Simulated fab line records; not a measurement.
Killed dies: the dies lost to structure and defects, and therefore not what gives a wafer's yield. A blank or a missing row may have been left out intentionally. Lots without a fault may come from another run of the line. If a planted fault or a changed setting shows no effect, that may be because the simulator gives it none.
A lot that was struck, set against a sound lot / flow n5_finfet / 37 steps out of a route of 1938
Sound: wafers L759.2, L759.4, L759.6. Wafers struck: L771.1, L771.2, L771.4. The cause comes at the end.
For every step that has rows: the tool of each side, followed by ch and its chambers, followed by its first start. Under that, the readings that differ: sound wafers / struck wafers / difference of the means / sigmas: that difference in standard deviations of wafers without a fault.
alike: a reading whose means differ by less than 2 such deviations, as well as words and numbers matching on both sides. not compared: withheld readings; readings where some wafer has no value; bounds like >300 that might hide an equal value; numbers whose values overlap and for which the record gives no deviation.
A row with sigmas, a row that says differs or no value, or rows on one side alone: a step with any of these is where the two part. Numbers that don't overlap but have no deviation are shown without sigmas and don't part them. A reading that every wafer of one side lacks parts them only if that side has two wafers or more.

first, 9 steps without rows for these wafers: N5_BEOL_M2_ANNEAL_95 (time 240 s); N5_BEOL_M2_SPUTTER_96 (material Cu, target thk 4.5 nm, time 8.29 s); N5_BEOL_M2_ECD_50 (material Cu, target thk 300 nm); N5_BEOL_M2_ANNEAL_51 (time 90 s); N5_BEOL_M2_CMP_52 (polishes, stops on SiOC, t overpolish 6.8 s, target thk 40 nm); N5_BEOL_M2_PRE_CLEAN_60 (time 15 s); N5_BEOL_M2_CO_CAP_55 (material Co, precursor CCTBA/H2, target thk 2 nm, time 102.1 s); N5_BEOL_M2_PRE_CLEAN_56 (time 15 s); N5_BEOL_M2_DEP_57 (deposits SiCN from 3MS/NH3, target thk 8 nm, time 14 s).
N5_BEOL_M3_ILD_DEP_00: deposits SiOC from DEMS/O2, target thk 79 nm, time 15.3 s.
  sound on pecvd-02 ch 0,2, day 8 16:30; struck on pecvd-02 ch 0,1,2, day 11 14:53
  no value came back on the struck wafers for any of 6 readings (chamber_pressure_Torr (Torr), heater_power_outer_w (W) and others); on the sound wafers chamber_pressure_Torr (Torr) reads 4.991 4.993 4.974
then, 24 steps without rows for these wafers: N5_BEOL_M3_PECVD_72 (deposits SiO2 from TEOS/O2, target thk 16 nm, time 18 s); N5_BEOL_M3_HM_DEP_02 (deposits TiN, target thk 20 nm); N5_BEOL_M3_COAT_61 (time 60 s, resist thk 60 nm); N5_BEOL_M3_COAT_62 (time 60 s, resist thk 12 nm); N5_BEOL_M3_COAT_73 (time 60 s, resist thk 5 nm); N5_BEOL_M3_COAT_05 (resist thk 30 nm); N5_BEOL_M3_EBR_07; N5_BEOL_M3_SOFTBAKE_06 (time 60 s); N5_BEOL_M3_EXPOSE_08 (exposes mask M3); N5_BEOL_M3_PEB_09 (peb time 60 s); N5_BEOL_M3_DEVELOP_10 (develop time 30 s); N5_BEOL_M3_DESCUM_16 (chemistry O2, time 7 s); N5_BEOL_M3_ETCH_74 (etches underlayer in N2/H2, target depth 6.5 nm, time 5.2 s); N5_BEOL_M3_ETCH_63 (etches SiARC in CF4, target depth 15.6 nm, time 26 s); N5_BEOL_M3_ETCH_64 (etches SOC in N2/H2, target depth 75 nm, overetch 15 nm, time 112.5 s); N5_BEOL_M3_STRIP_65 (strips in N2/H2); N5_BEOL_M3_STRIP_75 (strips in N2/H2); N5_BEOL_M3_STRIP_66 (strips in CF4); N5_BEOL_M3_HM_OPEN_17 (chemistry Cl2/BCl3, target TiN, target depth 20 nm, overetch 6 nm); N5_BEOL_M3_STRIP_19 (strips in O2); N5_BEOL_M3_COAT_67 (time 60 s, resist thk 60 nm); N5_BEOL_M3_COAT_68 (time 60 s, resist thk 12 nm); N5_BEOL_M3_COAT_76 (time 60 s, resist thk 5 nm); N5_BEOL_M3_COAT_22 (resist thk 30 nm).
N5_BEOL_M3_OCD_MEAS_38:
  sound on ocd-02 at day 9 13:32; struck on ocd-02 at day 12 11:13
reading=trench_depth_nm (nm); sound=56.2 55.9 54.4; struck=- - -; difference=no value on the struck wafers; sigmas=
N5_BEOL_M4_RC_MEAS_101:
  the record has rows for the sound wafers here (prober-01 ch 0, day 10 05:07) and none for the struck ones
-- the record jumps here: 5 days lie between the struck wafers' starts before and after (it left off in module BEOL_M4 and takes up again in module PASSIVATION, whose first step shown is number 1936 of the route) --
N5_PASSIVATION_PROBE_49:
  only the struck wafers here have rows in the record (prober-02, day 17 09:37); the sound ones have none

## WHERE THEY PART
First at N5_BEOL_M3_ILD_DEP_00; last, within this record, at N5_PASSIVATION_PROBE_49.

WHY: the cause the simulator had injected
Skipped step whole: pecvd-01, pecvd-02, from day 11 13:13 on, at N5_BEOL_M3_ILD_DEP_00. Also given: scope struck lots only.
